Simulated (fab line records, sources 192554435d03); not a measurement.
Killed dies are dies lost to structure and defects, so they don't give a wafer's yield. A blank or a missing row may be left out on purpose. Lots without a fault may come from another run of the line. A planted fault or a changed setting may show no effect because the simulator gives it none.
Which tool did it? | flow n5_finfet | 8 lots, 22 wafers sampled, at 7 steps of a route of 1938

WHAT THE GAUGES READ, wafer by wafer
N5_ZERO_LAYER_INSPECT_20: inspects for defects (darkfield). Usual: raw_defect_count 37, standard deviation 19.
lot  | measured    | on                | raw_defect_count | flag
L221 | day 1 19:23 | defect_inspect-01 | 31 33 36         |
L224 | day 2 13:22 | defect_inspect-02 | 48 56 36         |
L225 | day 2 19:57 | defect_inspect-01 | 28 35 28         |
L226 | day 3 01:23 | defect_inspect-02 | 15 28 30         |
L231 | day 4 07:28 | defect_inspect-02 | 41 22            |
L236 | day 5 13:28 | defect_inspect-01 | 920 80 25        | OFF
L242 | day 7 01:16 | defect_inspect-01 | 58 36            |
L243 | day 7 07:15 | defect_inspect-02 | 61 63 83         |

N5_WELL_APT_OVL_MEAS_09. Usual: NWELL_OVL -3 nm, standard deviation 7.9.
lot  | measured    | on         | NWELL_OVL (nm) | flag
L221 | day 1 19:50 | overlay-01 | 0 2 4          |
L224 | day 2 13:49 | overlay-02 | -16 -9 -9      |
L225 | day 2 20:25 | overlay-01 | 1 4 2          |
L226 | day 3 01:43 | overlay-02 | 5 3 14         |
L231 | day 4 07:58 | overlay-01 | -7 -5          |
L236 | day 5 13:56 | overlay-01 | 11 3 2         |
L242 | day 7 01:36 | overlay-01 | 2 3            |
L243 | day 7 07:35 | overlay-01 | -8 -8 -10      |

N5_WELL_APT_INSPECT_10: inspects for defects (macro). Usual: raw_defect_count 1.8, standard deviation 1.5.
lot  | measured    | on                | raw_defect_count | flag
L221 | day 1 19:52 | defect_inspect-02 | 4 2 1            |
L224 | day 2 13:50 | defect_inspect-01 | 0 2 0            |
L225 | day 2 20:26 | defect_inspect-01 | 2 3 3            |
L226 | day 3 01:44 | defect_inspect-02 | 2 1 1            |
L231 | day 4 07:59 | defect_inspect-02 | 2 1              |
L236 | day 5 13:57 | defect_inspect-02 | >300 1 2         |
L242 | day 7 01:38 | defect_inspect-01 | 1 2              |
L243 | day 7 07:37 | defect_inspect-02 | 5 0 2            |

N5_BEOL_M4_RC_MEAS_101. Usual: DIBL_N 35.7 mV/V, standard deviation 1.5; DIBL_P 35.7 mV/V, standard deviation 2; IOFF_N 0.155 nA/um, standard deviation 0.026; IOFF_P 0.20 nA/um, standard deviation 0.031; ION_N 675 uA/um, standard deviation 11; ION_P 462 uA/um, standard deviation 7.1; SS_N 71.3 mV/dec, standard deviation 0.57; SS_P 73.1 mV/dec, standard deviation 0.56; VT_N 250 mV, standard deviation 3; VT_P -251 mV, standard deviation 3.
lot  | measured     | on        | DIBL_N (mV/V)  | DIBL_P (mV/V)  | IOFF_N (nA/um)    | IOFF_P (nA/um) | ION_N (uA/um) | ION_P (uA/um) | SS_N (mV/dec)  | SS_P (mV/dec)  | VT_N (mV)   | VT_P (mV)      | flag
L221 | day 8 17:17  | prober-01 | 37.9 37.5 35.9 | 38.4 37.2 36.3 | 0.208 0.182 0.166 | 0.24 0.23 0.22 | 696 671 688   | 472 461 474   | 72.1 71.8 70.9 | 73.4 73.3 73.4 | 245 247 247 | -247 -248 -249 |
L224 | day 9 07:03  | prober-02 | 36.1 37.1 35.4 | 34.7 34.5 32.9 | 0.165 0.181 0.140 | 0.21 0.20 0.18 | 674 694 678   | 460 468 464   | 72.0 72.9 71.3 | 72.9 73.0 72.6 | 248 248 251 | -251 -252 -252 |
L225 | day 9 06:25  | prober-01 | 32.8 30.9 34.8 | 32.8 30.8 34.6 | 0.124 0.101 0.152 | 0.17 0.14 0.19 | 669 638 676   | 460 444 460   | 71.5 69.9 71.7 | 72.4 71.8 72.7 | 251 256 247 | -251 -255 -252 |
L226 | day 10 00:43 | prober-01 | 36.2 37.4 35.3 | 37.5 38.2 36.8 | 0.178 0.200 0.169 | 0.24 0.24 0.22 | 685 684 686   | 470 469 475   | 71.6 71.5 70.8 | 72.9 73.6 72.9 | 246 245 247 | -247 -246 -250 |
L231 | day 10 18:20 | prober-02 | 34.3 36.0      | 32.8 35.0      | 0.128 0.170       | 0.16 0.20      | 664 689       | 452 464       | 70.4 71.7      | 73.3 73.6      | 251 246     | -253 -251      |
L236 | day 12 13:44 | prober-01 | 36.7 37.4 37.1 | 36.3 37.0 36.7 | 0.157 0.171 0.169 | 0.21 0.23 0.23 | 682 683 677   | 472 469 467   | 72.4 72.5 71.9 | 72.9 73.6 73.5 | 248 248 246 | -248 -247 -247 |
L242 | day 14 00:10 | prober-01 | 36.4 37.0      | 38.0 39.4      | 0.163 0.172       | 0.20 0.22      | 666 676       | 459 464       | 71.1 71.1      | 73.1 73.1      | 246 249     | -252 -251      |
L243 | day 14 08:04 | prober-02 | 36.7 37.4 35.5 | 38.3 38.4 37.9 | 0.173 0.189 0.159 | 0.21 0.22 0.21 | 680 674 683   | 466 461 462   | 72.6 71.5 72.3 | 73.2 73.3 72.8 | 247 246 249 | -251 -251 -250 |

WHICH TOOL RAN EACH LOT (tool, then ch and the chambers of the sampled wafers, then the start)
lot  | N5_ZERO_LAYER_ETCH_18           | N5_WELL_APT_DESCUM_30             | N5_PMOS_HMC_CHANNEL_EPI_HM_OPEN_15
L221 | rie_si-01 ch 0,1,2, day 1 18:55 | rie_diel-03 ch 0,1,3, day 1 21:10 | rie_diel-02 ch 1,3, day 1 23:25
L224 | rie_si-01 ch 1,2, day 2 12:52   | rie_diel-01 ch 0,3, day 2 14:59   | rie_diel-05 ch 0,1,3, day 2 18:28
L225 | rie_si-04 ch 0,1,2, day 2 19:29 | rie_diel-01 ch 0,1,3, day 2 22:35 | rie_diel-04 ch 0,1, day 3 00:55
L226 | rie_si-06 ch 2,3, day 3 00:55   | rie_diel-06 ch 0,3, day 3 03:14   | rie_diel-02 ch 0,2,3, day 3 05:48
L231 | rie_si-04 ch 2,3, day 4 07:02   | rie_diel-06 ch 1,2, day 4 09:20   | rie_diel-02 ch 0,1, day 4 11:34
L236 | rie_si-01 ch 0,1,2, day 5 12:55 | rie_diel-01 ch 1,2,3, day 5 15:09 | rie_diel-02 ch 1,2, day 5 18:07
L242 | rie_si-06 ch 0,3, day 7 00:50   | rie_diel-03 ch 0,3, day 7 02:50   | rie_diel-04 ch 0,1, day 7 05:04
L243 | rie_si-04 ch 0,1,3, day 7 06:47 | rie_diel-06 ch 0,1,2, day 7 08:46 | rie_diel-02 ch 0,1,2, day 7 11:12
- N5_ZERO_LAYER_ETCH_18: etches Si in HBr/Cl2, target depth 120 nm, time 40 s.
- N5_WELL_APT_DESCUM_30: chemistry O2, time 7.9 s.
- N5_PMOS_HMC_CHANNEL_EPI_HM_OPEN_15: chemistry CHF3/O2, target SiO2, target depth 40.6 nm, time 20.3 s.

WHAT THE TOOLS THEMSELVES READ (means of the sampled wafers that have a number; where no wafer has one, the mark that the record gives instead)
N5_ZERO_LAYER_ETCH_18. Usual: chamber_pressure_mTorr 10.000 mTorr, standard deviation 0.0096; drypump_motor_current_A 5.8 A, standard deviation 0.46; mfc_cl2_sccm 79.98 sccm, standard deviation 0.26; oes_product_au 0.998 a.u., standard deviation 0.014; throttle_valve_pct 36.29 %, standard deviation 0.23.
lot  | tool      | chamber_pressure_mTorr (mTorr) | drypump_motor_current_A (A) | mfc_cl2_sccm (sccm) | oes_product_au (a.u.) | throttle_valve_pct (%) | flag
L221 | rie_si-01 | 9.984                          | 5.4                         | 80.10               | 1.000                 | 36.21                  |
L224 | rie_si-01 | 10.005                         | 5.6                         | 80.21               | 0.995                 | 36.02                  |
L225 | rie_si-04 | 9.989                          | 5.9                         | 79.82               | 0.989                 | 36.31                  |
L226 | rie_si-06 | 10.006                         | 5.6                         | 79.75               | 1.002                 | 36.20                  |
L231 | rie_si-04 | 9.998                          | 5.7                         | 79.89               | 0.998                 | 36.33                  |
L236 | rie_si-01 | 9.999                          | 5.5                         | 79.97               | 0.998                 | 36.21                  |
L242 | rie_si-06 | 10.005                         | 5.8                         | 79.83               | 0.987                 | 36.20                  |
L243 | rie_si-04 | 10.000                         | 6.0                         | 79.79               | 0.991                 | 36.48                  |

N5_WELL_APT_DESCUM_30. Usual: chamber_pressure_mTorr 19.997 mTorr, standard deviation 0.019; drypump_motor_current_A 5.8 A, standard deviation 0.52; oes_product_au 0.77 a.u., standard deviation 0.085; rf_vpp_V 243.6 V, standard deviation 1.5; showerhead_plenum_p_Torr 2.12 Torr, standard deviation 0.081; throttle_valve_pct 20.40 %, standard deviation 0.22.
lot  | tool        | chamber_pressure_mTorr (mTorr) | drypump_motor_current_A (A) | oes_product_au (a.u.) | rf_vpp_V (V) | showerhead_plenum_p_Torr (Torr) | throttle_valve_pct (%) | flag
L221 | rie_diel-03 | 19.995                         | 5.5                         | 0.78                  | 243.8        | 2.13                            | 20.43                  |
L224 | rie_diel-01 | 19.994                         | 6.5                         | 0.76                  | 244.5        | 2.18                            | 20.40                  |
L225 | rie_diel-01 | 19.998                         | 6.2                         | 0.75                  | 244.4        | 2.12                            | 20.28                  |
L226 | rie_diel-06 | 20.012                         | 5.5                         | 0.71                  | 242.4        | 2.06                            | 20.60                  |
L231 | rie_diel-06 | 20.002                         | 6.4                         | 0.73                  | 244.1        | 2.12                            | 20.41                  |
L236 | rie_diel-01 | 19.991                         | 5.8                         | 0.76                  | 243.1        | 2.11                            | 20.26                  |
L242 | rie_diel-03 | 19.973                         | 5.6                         | 0.87                  | 243.2        | 2.08                            | 20.32                  |
L243 | rie_diel-06 | 19.997                         | 6.2                         | 0.72                  | 243.7        | 2.13                            | 20.48                  |

N5_PMOS_HMC_CHANNEL_EPI_HM_OPEN_15. Usual: chamber_pressure_mTorr 30.000 mTorr, standard deviation 0.024; drypump_motor_current_A 5.5 A, standard deviation 0.39; mfc_ar_sccm 200.0 sccm, standard deviation 0.65; oes_product_au 0.77 a.u., standard deviation 0.089; rf_vpp_V 525 V, standard deviation 5.7; showerhead_plenum_p_Torr 2.43 Torr, standard deviation 0.075; throttle_valve_pct 18.90 %, standard deviation 0.17.
lot  | tool        | chamber_pressure_mTorr (mTorr) | drypump_motor_current_A (A) | mfc_ar_sccm (sccm) | oes_product_au (a.u.) | rf_vpp_V (V) | showerhead_plenum_p_Torr (Torr) | throttle_valve_pct (%) | flag
L221 | rie_diel-02 | 30.004                         | 5.0                         | 200.2              | 0.74                  | 529          | 2.51                            | 19.02                  |
L224 | rie_diel-05 | 29.978                         | 5.8                         | 199.4              | 0.76                  | 526          | 2.45                            | 19.03                  |
L225 | rie_diel-04 | 30.003                         | 5.7                         | 200.0              | 0.77                  | 521          | 2.42                            | 18.83                  |
L226 | rie_diel-02 | 30.007                         | 5.4                         | 199.9              | 0.74                  | 525          | 2.40                            | 18.85                  |
L231 | rie_diel-02 | 30.011                         | 5.2                         | 199.8              | 0.69                  | 519          | 2.38                            | 18.88                  |
L236 | rie_diel-02 | 30.009                         | 5.4                         | 200.4              | 0.74                  | 521          | 2.43                            | 18.74                  |
L242 | rie_diel-04 | 29.992                         | 5.7                         | 199.2              | 0.89                  | 522          | 2.40                            | 18.71                  |
L243 | rie_diel-02 | 30.024                         | 5.3                         | 199.6              | 0.71                  | 520          | 2.38                            | 18.83                  |

THE ANSWER, worked out from the rows above alone
Rule: a lot is off if the mean of its wafers that have a number lies more than 3 standard deviations from the usual mean. A lot without any number at a reading at which 4 lots or more have one is off too. The other lots that the step has rows for count as sound. The gauges are gone through in route order, then the tools' own readings, and for those a lot's mean is taken as printed above. The first step at which some lot is off is used, and at that step the reading that is off furthest; a lot without a number counts as furthest.
Off: L236, at N5_ZERO_LAYER_INSPECT_20 (raw_defect_count).
A tool fits if, at a process step before that reading, it ran every lot that is off, and no sound lot after the first of them. The gauges at N5_ZERO_LAYER_INSPECT_20 are tried like those tools. One fits: rie_si-01 at N5_ZERO_LAYER_ETCH_18. Its last sound lot is L224 (day 2 12:52), its first lot that is off L236 (day 5 12:55): a fault that began between those two fits.

WHAT THE SIMULATOR HAD PUT IN
Chamber particle source: rie_si-01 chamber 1, from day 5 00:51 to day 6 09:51, at N5_ZERO_LAYER_ETCH_18. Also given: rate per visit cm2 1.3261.
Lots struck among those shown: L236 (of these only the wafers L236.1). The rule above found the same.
